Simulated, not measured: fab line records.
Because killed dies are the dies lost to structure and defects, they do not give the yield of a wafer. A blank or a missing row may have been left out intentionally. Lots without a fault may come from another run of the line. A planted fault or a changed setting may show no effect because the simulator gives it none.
fab line records	flow nand_harc	part 1 of 2: steps 1 to 24 of 32
[record] lots = 5	wafers = 15	last_day = 24
route steps=1159 shown A_SGD_CUT@751 A_SLIT@779
lots untouched by any fault: they come from a run of this same line in which no faults occurred
start_h: hours from the record's first day to the start of the lot's first wafer shown	wait_h: hours since the lot's step before	" repeats the value in the row above	L1.1+2: a single row standing in for several wafers	- value missing, or start not given	* or withheld: withheld	< > ~ a bound
route shown NAME@n: names a module that has steps shown in the file, with the first one's number in the route	usual: average and standard deviation across the fault-free wafers	same: alike in all rows	chamber/n: place in a boat	sites: each site's reading	_std_site: their standard deviation	_edge_site: the outer-site mean with the inner-site mean subtracted	radius_mm: how far each site lies from the wafer's centre	mask NAME#n: copy n	behind: the most recent tool/chamber to have shaped the wafer	hold: the reason the lot was held/the length of the hold in hours/how it ended	device: whichever transistor did not switch (one of n, p or np)	end of line: the route-end tests of the same wafers	step lacking rows: just its recipe	killed: dies that structure and defects cost at the first sort, which is not the same as the wafer's yield	map: shows each die of a wafer: x if killed, . if not, _ if none is there
set.NAME: the setting as run; set.NAME@STEP: as run at that earlier step	model.NAME: the simulator's own value behind a step, which no gauge read
certain route steps with their lots: each step a table, each wafer a row
services: a tool's chamber out of use, with start hour (start_h, from the record's first day; less than 0 if before it), hours out, and reason
[[steps]]
[step NHARC_A_SGD_CUT_COAT_57]
[recipe] temp_c = 225	time_s = 65
[usual] heater_power_total_W = 446.7/2
lot.wafer	tool	chamber	start_h	wait_h	heater_power_total_W
L074.1	litho_track-01	0	-	-	444.9
L074.3	"	0	"	"	447.4
L074.5	"	0	"	"	447.9
L079.2	litho_track-06	0	-	-	444.0
L079.3	"	0	"	"	444.6
L079.5	"	0	"	"	448.3
L080.3	litho_track-01	0	-	-	449.1
L080.5	"	0	"	"	444.0
L080.6	"	0	"	"	449.3
L088.2	litho_track-01	0	-	-	444.0
L088.4	"	0	"	"	447.1
L088.5	"	0	"	"	444.0
L096.2	litho_track-04	0	-	-	445.5
L096.3	"	0	"	"	448.5
L096.6	"	0	"	"	444.9
[step NHARC_A_SGD_CUT_COAT_03]
[recipe] spin_rpm = 1500	resist_thk_nm = 90
lot.wafer	tool	chamber	start_h	wait_h
L074.1+3+5	litho_track-01	0	-	-
L079.2+3+5	litho_track-06	0	-	-
L080.3+5+6	litho_track-01	0	-	-
L088.2+4+5	litho_track-01	0	-	-
L096.2+3+6	litho_track-04	0	-	-
[step NHARC_A_SGD_CUT_SOFTBAKE_04]
[recipe] temp_c = 105	time_s = 55
[usual] heater_power_total_W = 188.46/0.14
lot.wafer	tool	chamber	start_h	wait_h	heater_power_total_W
L074.1	litho_track-01	0	-	-	188.43
L074.3	"	0	"	"	188.36
L074.5	"	0	"	"	188.47
L079.2	litho_track-06	0	-	-	188.43
L079.3	"	0	"	"	188.42
L079.5	"	0	"	"	188.38
L080.3	litho_track-01	0	-	-	188.37
L080.5	"	0	"	"	188.28
L080.6	"	0	"	"	188.35
L088.2	litho_track-01	0	-	-	188.40
L088.4	"	0	"	"	188.30
L088.5	"	0	"	"	188.39
L096.2	litho_track-04	0	-	-	188.32
L096.3	"	0	"	"	188.68
L096.6	"	0	"	"	188.68
[step NHARC_A_SGD_CUT_EBR_05]
lot.wafer	tool	chamber	start_h	wait_h
L074.1+3+5	litho_track-01	0	-	-
L079.2+3+5	litho_track-06	0	-	-
L080.3+5+6	litho_track-01	0	-	-
L088.2+4+5	litho_track-01	0	-	-
L096.2+3+6	litho_track-04	0	-	-
[step NHARC_A_SGD_CUT_EXPOSE_06]
[recipe] na = 1.35	dose_mj = 85.59	mask_id = SGD
[usual] exposure_dose_mJ_cm2 = 85.54/0.081
lot.wafer	tool	chamber	start_h	wait_h	mask	exposure_dose_mJ_cm2
L074.1	arfi_scanner-02	0	291.89	-	SGD#0	85.53
L074.3	"	0	"	"	SGD#0	85.56
L074.5	"	0	"	"	SGD#0	85.57
L079.2	arfi_scanner-03	0	327.71	-	SGD#0	85.61
L079.3	"	0	"	"	SGD#0	85.50
L079.5	"	0	"	"	SGD#0	85.78
L080.3	arfi_scanner-03	0	346.26	-	SGD#0	85.57
L080.5	"	0	"	"	SGD#0	85.65
L080.6	"	0	"	"	SGD#0	85.56
L088.2	arfi_scanner-01	0	396.90	-	SGD#0	85.72
L088.4	"	0	"	"	SGD#0	85.75
L088.5	"	0	"	"	SGD#0	85.68
L096.2	arfi_scanner-02	0	438.55	-	SGD#0	85.54
L096.3	"	0	"	"	SGD#0	85.44
L096.6	"	0	"	"	SGD#0	85.45
[step NHARC_A_SGD_CUT_PEB_07]
[recipe] peb_temp_c = 100	peb_time_s = 65
[usual] heater_power_total_W = 156.6/0.43
lot.wafer	tool	chamber	start_h	wait_h	heater_power_total_W
L074.1	litho_track-06	0	291.95	0.1	156.5
L074.3	"	0	"	"	156.3
L074.5	"	0	"	"	156.4
L079.2	litho_track-06	0	327.77	0.1	157.0
L079.3	"	0	"	"	157.3
L079.5	"	0	"	"	156.5
L080.3	litho_track-04	0	346.31	0.0	156.3
L080.5	"	0	"	"	156.1
L080.6	"	0	"	"	156.8
L088.2	litho_track-04	0	396.96	0.1	156.9
L088.4	"	0	"	"	156.9
L088.5	"	0	"	"	157.2
L096.2	litho_track-04	0	438.61	0.1	156.0
L096.3	"	0	"	"	156.4
L096.6	"	0	"	"	157.1
[step NHARC_A_SGD_CUT_DEVELOP_08]
[recipe] develop_time_s = 35	dev_temp_c = 23
lot.wafer	tool	chamber	start_h	wait_h
L074.1+3+5	litho_track-06	0	-	-
L079.2+3+5	litho_track-06	0	-	-
L080.3+5+6	litho_track-04	0	-	-
L088.2+4+5	litho_track-04	0	-	-
L096.2+3+6	litho_track-04	0	-	-
[step NHARC_A_SGD_CUT_CD_MEAS_09]
[recipe] target_cd_nm = 100	landing_energy_ev = 500
[usual] cd_nm = 99.9/0.58
lot.wafer	tool	chamber	start_h	wait_h	cd_nm
L074.1	cd_sem-03	0	292.03	-	100.1
L074.3	"	0	"	"	100.6
L074.5	"	0	"	"	100.8
L079.2	cd_sem-03	0	327.85	-	99.4
L079.3	"	0	"	"	101.3
L079.5	"	0	"	"	99.8
L080.3	cd_sem-01	0	346.39	-	100.5
L080.5	"	0	"	"	100.2
L080.6	"	0	"	"	100.0
L088.2	cd_sem-02	0	397.04	-	100.1
L088.4	"	0	"	"	98.9
L088.5	"	0	"	"	100.0
L096.2	cd_sem-03	0	438.69	-	100.8
L096.3	"	0	"	"	99.7
L096.6	"	0	"	"	98.8
[step NHARC_A_SGD_CUT_OVL_MEAS_10]
[usual] overlay_x_nm = -0.3/0.72	overlay_y_nm = -0.3/0.91
lot.wafer	tool	chamber	start_h	wait_h	overlay_x_nm	overlay_y_nm
L074.1	overlay-01	-	292.12	-	-0.5	1.1
L074.3	"	-	"	"	0.3	1.1
L074.5	"	-	"	"	-0.3	1.7
L079.2	overlay-02	-	327.93	-	-0.6	-0.7
L079.3	"	-	"	"	-0.2	-0.7
L079.5	"	-	"	"	-0.3	-1.1
L080.3	overlay-01	-	346.48	-	0.7	-0.3
L080.5	"	-	"	"	0.4	-0.1
L080.6	"	-	"	"	0.0	-0.4
L088.2	overlay-02	-	397.13	-	0.3	-0.5
L088.4	"	-	"	"	-0.4	-0.6
L088.5	"	-	"	"	-0.4	-0.1
L096.2	overlay-02	-	438.78	-	0.4	0.4
L096.3	"	-	"	"	0.5	0.3
L096.6	"	-	"	"	0.5	0.6
[step NHARC_A_SGD_CUT_INSPECT_11]
[usual] raw_defect_count = 19/10
lot.wafer	tool	chamber	start_h	wait_h	raw_defect_count
L074.1	defect_inspect-01	-	292.16	0.0	6
L074.3	"	-	"	"	8
L074.5	"	-	"	"	9
L079.2	defect_inspect-02	-	327.97	0.0	21
L079.3	"	-	"	"	27
L079.5	"	-	"	"	17
L080.3	defect_inspect-01	-	346.51	0.0	27
L080.5	"	-	"	"	20
L080.6	"	-	"	"	27
L088.2	defect_inspect-01	-	397.16	0.0	7
L088.4	"	-	"	"	1
L088.5	"	-	"	"	8
L096.2	defect_inspect-01	-	438.82	0.0	15
L096.3	"	-	"	"	13
L096.6	"	-	"	"	13
[step NHARC_A_SGD_CUT_DESCUM_14]
[recipe] time_s = 3	o2_flow_sccm = 200	ar_flow_sccm = 0	bias_power_w = 0	chemistry = O2
[usual] drypump_motor_current_A = 5.6/0.49	oes_product_au = 0.997/0.014	rf_vpp_V = 58.0/0.78	showerhead_plenum_p_Torr = 1.95/0.065	throttle_valve_pct = 11.311/0.0092
[same] bias_power_w = 0
lot.wafer	tool	chamber	start_h	wait_h	drypump_motor_current_A	oes_product_au	rf_hours_counter_h	rf_vpp_V	showerhead_plenum_p_Torr	throttle_valve_pct
L074.1	rie_diel-02	0	292.22	0.1	5.9	1.025	14	56.5	1.83	11.317
L074.3	"	1	"	"	5.0	0.991	14	57.2	1.96	11.314
L074.5	"	0	"	"	5.9	1.025	-	57.8	1.83	11.310
L079.3	rie_diel-01	0	328.04	0.1	6.0	0.955	0	58.0	1.97	11.315
L079.2	"	1	"	"	6.3	0.992	0	57.0	2.04	11.307
L079.5	"	3	"	"	5.4	0.996	-	57.5	1.86	11.308
L080.3	rie_diel-01	2	346.58	0.1	6.5	0.996	2	57.8	1.95	11.331
L080.5	"	1	"	"	6.3	0.990	-	58.8	2.04	11.307
L080.6	"	2	"	"	6.5	0.995	-	57.8	1.95	11.324
L088.4	rie_diel-02	3	397.23	0.1	5.5	0.977	7	58.6	2.04	11.324
L088.2	"	1	"	"	5.0	1.004	6	58.4	1.96	11.305
L088.5	"	3	"	"	5.5	0.993	-	58.1	2.04	11.299
L096.2	rie_diel-04	3	438.89	0.1	5.3	0.989	17	58.9	1.96	11.302
L096.3	"	3	"	"	5.4	1.005	-	57.3	1.96	11.314
L096.6	"	2	"	"	4.9	1.001	-	58.1	1.96	11.315
[step NHARC_A_SGD_CUT_ETCH_58]
[recipe] target_depth_a = 390	over_etch_frac = 0.3	time_s = 65	ion_energy_ev = 80	cf4_flow_sccm = 150	ar_flow_sccm = 0	rf_w = 300	bias_w = 100	chemistry = CF4
[usual] drypump_motor_current_A = 5.6/0.49	oes_product_au = 0.997/0.016	rf_vpp_V = 151.6/1	showerhead_plenum_p_Torr = 1.80/0.055	throttle_valve_pct = 13.284/0.0089
[same] over_etch_frac = 0.3
lot.wafer	tool	chamber	start_h	wait_h	drypump_motor_current_A	oes_product_au	rf_hours_counter_h	rf_vpp_V	showerhead_plenum_p_Torr	throttle_valve_pct
L074.3	rie_diel-02	3	292.31	0.1	5.5	0.989	16	152.5	1.88	13.288
L074.1	"	1	"	"	5.0	0.987	14	151.0	1.81	13.295
L074.5	"	2	"	"	6.2	0.991	-	151.7	1.81	13.292
L079.2	rie_diel-01	3	328.11	0.1	5.4	0.983	0	150.1	1.72	13.289
L079.3	"	0	"	"	5.9	0.950	0	151.3	1.81	13.282
L079.5	"	0	"	"	5.9	0.949	-	152.0	1.81	13.282
L080.3	rie_diel-01	1	346.67	0.1	6.3	0.978	1	152.8	1.88	13.294
L080.6	"	3	"	"	5.4	1.018	-	151.5	1.72	13.281
L080.5	"	0	"	"	6.0	0.969	-	152.1	1.81	13.278
L088.2	rie_diel-02	0	397.32	0.1	5.9	1.023	5	150.2	1.69	13.291
L088.4	"	2	"	"	6.2	0.998	7	151.1	1.80	13.265
L088.5	"	0	"	"	5.9	1.020	-	150.2	1.69	13.276
L096.2	rie_diel-04	1	439.05	0.1	5.3	0.991	11	150.1	1.73	13.285
L096.3	"	2	"	"	4.8	1.013	17	151.6	1.81	13.290
L096.6	"	2	"	"	4.8	1.012	-	151.9	1.81	13.283
[step NHARC_A_SGD_CUT_ETCH_59]
[recipe] target_depth_a = 2600	over_etch_frac = 0.25	time_s = 406.25	ion_energy_ev = 200	n2_flow_sccm = 150	h2_flow_sccm = 150	ar_flow_sccm = 0	rf_w = 400	bias_w = 150	chemistry = N2/H2
[usual] drypump_motor_current_A = 5.6/0.49	n2_flow_sccm = 150.0/0.47	oes_product_au = 0.995/0.013	rf_vpp_V = 431.7/2.2	showerhead_plenum_p_Torr = 2.08/0.071	throttle_valve_pct = 14.172/0.0093
[same] over_etch_frac = 0.25
lot.wafer	tool	chamber	start_h	wait_h	drypump_motor_current_A	n2_flow_sccm	oes_product_au	rf_hours_counter_h	rf_vpp_V	showerhead_plenum_p_Torr	throttle_valve_pct
L074.1	rie_diel-02	3	-	-	5.5	150.8	0.986	16	435.1	2.18	14.165
L074.3	"	1	"	"	5.0	150.0	1.000	14	431.9	2.10	14.190
L074.5	"	3	"	"	5.5	150.5	0.983	-	435.3	2.18	14.178
L079.3	rie_diel-01	2	-	-	6.5	150.5	0.997	0	431.0	2.08	14.179
L079.2	"	3	"	"	5.4	150.5	1.013	0	429.4	1.98	14.163
L079.5	"	3	"	"	5.4	149.4	1.001	-	430.4	1.98	14.177
L080.3	rie_diel-01	1	-	-	6.3	150.2	0.977	1	434.5	2.18	14.187
L080.5	"	0	"	"	6.0	150.0	0.957	-	432.2	2.10	14.174
L080.6	"	1	"	"	6.3	150.3	0.977	-	434.1	2.18	14.175
L088.2	rie_diel-02	0	-	-	5.9	150.6	1.026	5	428.2	1.94	14.171
L088.4	"	1	"	"	5.0	149.9	1.010	7	432.8	2.09	14.180
L088.5	"	3	"	"	5.5	150.5	0.986	-	435.0	2.18	14.166
L096.3	rie_diel-04	3	-	-	5.3	149.5	0.990	17	431.6	2.09	14.171
L096.2	"	2	"	"	4.8	150.4	1.005	17	431.7	2.09	14.166
L096.6	"	2	"	"	4.8	150.2	1.004	-	431.8	2.09	14.178
[step NHARC_A_SGD_CUT_ETCH_15]
[recipe] target_depth_a = 750	time_s = 64.3	ch3f_flow_sccm = 50	o2_flow_sccm = 30	ar_flow_sccm = 200	rf_w = 500	bias_w = 100	chemistry = CH3F/O2
[usual] ch3f_flow_sccm = 50.00/0.15	drypump_motor_current_A = 5.6/0.49	oes_product_au = 0.960/0.018	rf_vpp_V = 264.5/1.5	showerhead_plenum_p_Torr = 2.50/0.079	throttle_valve_pct = 20.663/0.0089
lot.wafer	tool	chamber	start_h	wait_h	ch3f_flow_sccm	drypump_motor_current_A	oes_product_au	rf_hours_counter_h	rf_vpp_V	showerhead_plenum_p_Torr	throttle_valve_pct
L074.1	rie_diel-02	0	-	-	50.01	5.9	0.975	15	260.8	2.35	20.667
L074.3	"	2	"	"	50.04	6.2	0.967	15	265.5	2.51	20.663
L074.5	"	0	"	"	49.83	5.8	0.973	-	262.0	2.35	20.667
L079.3	rie_diel-01	1	-	-	50.17	6.3	0.970	1	266.2	2.62	20.671
L079.2	"	2	"	"	49.77	6.5	0.983	1	264.0	2.50	20.656
L079.5	"	2	"	"	49.93	6.5	0.979	-	265.1	2.50	20.651
L080.3	rie_diel-01	2	-	-	49.87	6.5	0.959	2	264.8	2.50	20.669
L080.6	"	1	"	"	49.94	6.3	0.944	-	267.7	2.61	20.657
L080.5	"	2	"	"	50.01	6.5	0.974	-	265.4	2.50	20.663
L088.2	rie_diel-02	0	-	-	49.80	5.9	0.988	5	260.9	2.35	20.661
L088.4	"	3	"	"	50.33	5.5	0.943	7	267.0	2.62	20.671
L088.5	"	0	"	"	50.05	5.9	0.978	-	262.7	2.35	20.641
L096.2	rie_diel-04	1	-	-	50.01	5.3	0.981	12	263.2	2.40	20.671
L096.3	"	2	"	"	49.93	4.8	0.941	18	266.4	2.52	20.656
L096.6	"	2	"	"	49.73	4.9	0.934	-	264.8	2.52	20.658
[step NHARC_A_SGD_CUT_ETCH_16]
[recipe] target_depth_a = 3105	time_s = 155.2	c4f8_flow_sccm = withheld	o2_flow_sccm = 8	ar_flow_sccm = withheld	rf_w = 600	bias_w = 800	chemistry = C4F8/O2/Ar
[usual] oes_product_au = 0.971/0.015	rf_vpp_V = 725/3.3
lot.wafer	tool	chamber	start_h	wait_h	oes_product_au	rf_hours_counter_h	rf_vpp_V
L074.3	rie_diel-02	1	-	-	0.963	14	727
L074.1	"	2	"	"	0.973	15	725
L074.5	"	1	"	"	0.953	-	725
L079.3	rie_diel-01	3	-	-	0.970	1	721
L079.2	"	0	"	"	0.918	0	726
L079.5	"	0	"	"	0.923	-	725
L080.3	rie_diel-01	0	-	-	0.941	2	727
L080.5	"	0	"	"	0.943	-	726
L080.6	"	1	"	"	0.956	-	730
L088.4	rie_diel-02	3	-	-	0.952	7	729
L088.2	"	1	"	"	0.975	7	727
L088.5	"	3	"	"	0.949	-	730
L096.2	rie_diel-04	1	-	-	0.972	12	722
L096.3	"	3	"	"	0.953	17	725
L096.6	"	2	"	"	0.964	-	725
[step NHARC_A_SGD_CUT_STRIP_60]
[recipe] c4f8_flow_sccm = withheld	o2_flow_sccm = 8	ar_flow_sccm = withheld	bias_w = 0	chemistry = C4F8/O2/Ar
lot.wafer	tool	chamber	start_h	wait_h
L074.3+1+5	rie_diel-02	0,2,0	-	-
L079.2+3+5	rie_diel-01	0,1,0	-	-
L080.3+5+6	rie_diel-01	0,3,0	-	-
L088.2+4+5	rie_diel-02	1,3,1	-	-
L096.2+3+6	rie_diel-04	2,3,3	-	-
[step NHARC_A_SGD_CUT_STRIP_17]
[recipe] o2_flow_sccm = 500	ar_flow_sccm = 0	bias_w = 0	chemistry = O2
[usual] drypump_motor_current_A = 5.7/0.49	oes_product_au = 0.997/0.013	rf_vpp_V = 57.9/0.87	showerhead_plenum_p_Torr = 3.59/0.11	throttle_valve_pct = 17.037/0.0086
lot.wafer	tool	chamber	start_h	wait_h	drypump_motor_current_A	oes_product_au	rf_hours_counter_h	rf_vpp_V	showerhead_plenum_p_Torr	throttle_valve_pct
L074.1	rie_diel-02	1	-	-	5.0	1.005	14	57.1	3.62	17.042
L074.3	"	0	"	"	5.9	1.015	15	57.8	3.38	17.029
L074.5	"	2	"	"	6.2	1.004	-	58.4	3.60	17.037
L079.3	rie_diel-01	2	-	-	6.5	1.007	1	57.2	3.58	17.046
L079.2	"	3	"	"	5.4	1.002	1	57.3	3.44	17.041
L079.5	"	1	"	"	6.3	0.988	-	58.8	3.74	17.033
L080.3	rie_diel-01	1	-	-	6.3	0.982	2	59.1	3.74	17.042
L080.5	"	2	"	"	6.5	0.994	-	58.9	3.58	17.045
L080.6	"	3	"	"	5.4	1.011	-	57.1	3.44	17.039
L088.2	rie_diel-02	2	-	-	6.2	0.990	7	57.0	3.60	17.046
L088.4	"	3	"	"	5.5	0.998	7	58.7	3.75	17.032
L088.5	"	2	"	"	6.2	1.003	-	58.6	3.60	17.039
L096.2	rie_diel-04	1	-	-	5.2	0.968	12	57.5	3.45	17.032
L096.3	"	2	"	"	4.9	1.005	18	58.1	3.61	17.045
L096.6	"	2	"	"	4.9	1.012	-	56.9	3.61	17.030
[step NHARC_A_SGD_CUT_PRECLEAN_18]
[recipe] time_s = *	temp_c = 50	bath_age_min = 0	chemistry = SC1
lot.wafer	tool	chamber	start_h	wait_h
L074.5+3+1	wet_bench-03	0,3,4	293.21	-
L079.3+2+5	wet_bench-05	6,7,0	329.00	-
L080.3+5+6	wet_bench-06	4,6,7	347.55	-
L088.2+5+4	wet_bench-05	6,1,2	398.26	-
L096.3+6+2	wet_bench-05	4,5,0	440.19	-
[step NHARC_A_SGD_CUT_SRD_19]
lot.wafer	tool	chamber	start_h	wait_h
L074.5+3+1	wet_bench-03	0,3,4	-	-
L079.3+2+5	wet_bench-05	6,7,0	-	-
L080.3+5+6	wet_bench-06	4,6,7	-	-
L088.2+5+4	wet_bench-05	6,1,2	398.32	0.0
L096.3+6+2	wet_bench-05	4,5,0	-	-
[step NHARC_A_SGD_CUT_DEP_20]
[recipe] target_thk_a = 1500	temp_c = 65	material = SiO2
lot.wafer	tool	chamber	start_h	wait_h
L074.1+3+5	fcvd-02	0	293.34	-
L079.2+3+5	fcvd-01	0,1,1	329.15	-
L080.3+5+6	fcvd-02	1	347.80	-
L088.2+4+5	fcvd-01	0,1,0	398.46	0.1
L096.2+3+6	fcvd-02	1,0,0	440.34	-
[step NHARC_A_SGD_CUT_ANNEAL_27]
[recipe] temp_c = 450	time_s = 1800
[usual] spike_tc_bottom_C = 475.3/1.5	spike_tc_lower_C = 449.8/1.4
lot.wafer	tool	chamber	start_h	wait_h	spike_tc_bottom_C	spike_tc_lower_C
L074.1	furnace-07	0	295.96	2.6	472.9	451.3
L074.3	"	0	"	"	475.6	450.0
L074.5	"	0	"	"	472.8	451.1
L079.2	furnace-08	0	333.23	4.1	475.7	448.2
L079.3	"	0	"	"	475.3	447.6
L079.5	"	0	"	"	474.8	447.7
L080.3	furnace-05	0	350.97	3.1	477.2	452.5
L080.5	"	0	"	"	476.5	451.0
L080.6	"	0	"	"	476.7	450.7
L088.2	furnace-07	0	400.94	2.4	473.5	451.9
L088.4	"	0	"	"	474.4	449.7
L088.5	"	0	"	"	472.5	449.6
L096.2	furnace-05	0	443.45	3.1	475.5	451.2
L096.3	"	0	"	"	476.7	449.3
L096.6	"	0	"	"	476.6	451.3
[step NHARC_A_SGD_CUT_CMP_21]
[recipe] target_thk_nm = 148.19
[usual] motor_current_A = 12.2/0.76	time_to_endpoint_s = 52/4.1
lot.wafer	tool	chamber	start_h	wait_h	motor_current_A	time_to_endpoint_s
L074.3	cmp-03	1	297.43	0.4	12.2	51
L074.1	"	2	"	"	12.7	50
L074.5	"	1	"	"	11.4	47
L079.3	cmp-03	2	334.69	0.4	13.1	48
L079.2	"	1	"	"	11.6	47
L079.5	"	3	"	"	12.6	52
L080.3	cmp-01	3	352.45	0.4	11.3	53
L080.6	"	2	"	"	11.2	54
L080.5	"	3	"	"	11.6	54
L088.4	cmp-03	2	402.39	0.4	12.7	49
L088.2	"	0	"	"	12.4	56
L088.5	"	2	"	"	12.9	50
L096.2	cmp-03	0	444.93	0.4	12.4	58
L096.3	"	3	"	"	13.1	49
L096.6	"	0	"	"	12.7	60
[step NHARC_A_SGD_CUT_THK_MEAS_22]
[recipe] thk_meas_gauge = ellipsometry
[usual] thk_nm = 148.5/1.6
lot.wafer	tool	chamber	start_h	wait_h	thk_nm
L074.1	film_metro-01	-	297.66	0.2	147.6
L074.3	"	-	"	"	144.8
L074.5	"	-	"	"	150.2
L079.2	film_metro-01	-	334.95	0.2	147.3
L079.3	"	-	"	"	146.4
L079.5	"	-	"	"	147.5
L080.3	film_metro-02	-	352.68	0.2	150.7
L080.5	"	-	"	"	147.7
L080.6	"	-	"	"	148.1
L088.2	film_metro-02	-	402.65	0.2	149.5
L088.4	"	-	"	"	149.7
L088.5	"	-	"	"	149.0
L096.2	film_metro-01	-	445.19	0.2	150.7
L096.3	"	-	"	"	148.8
L096.6	"	-	"	"	147.8
[step NHARC_A_SGD_CUT_SRD_23]
lot.wafer	tool	chamber	start_h	wait_h
L074.3+1+5	wet_bench-03	1,2,5	297.71	0.0
L079.2+3+5	wet_bench-05	5,7,1	334.99	0.0
L080.3+5+6	wet_bench-05	1,3,4	352.73	0.0
L088.5+4+2	wet_bench-05	2,3,4	402.69	0.0
L096.6+2+3	wet_bench-06	4,5,7	445.23	0.0
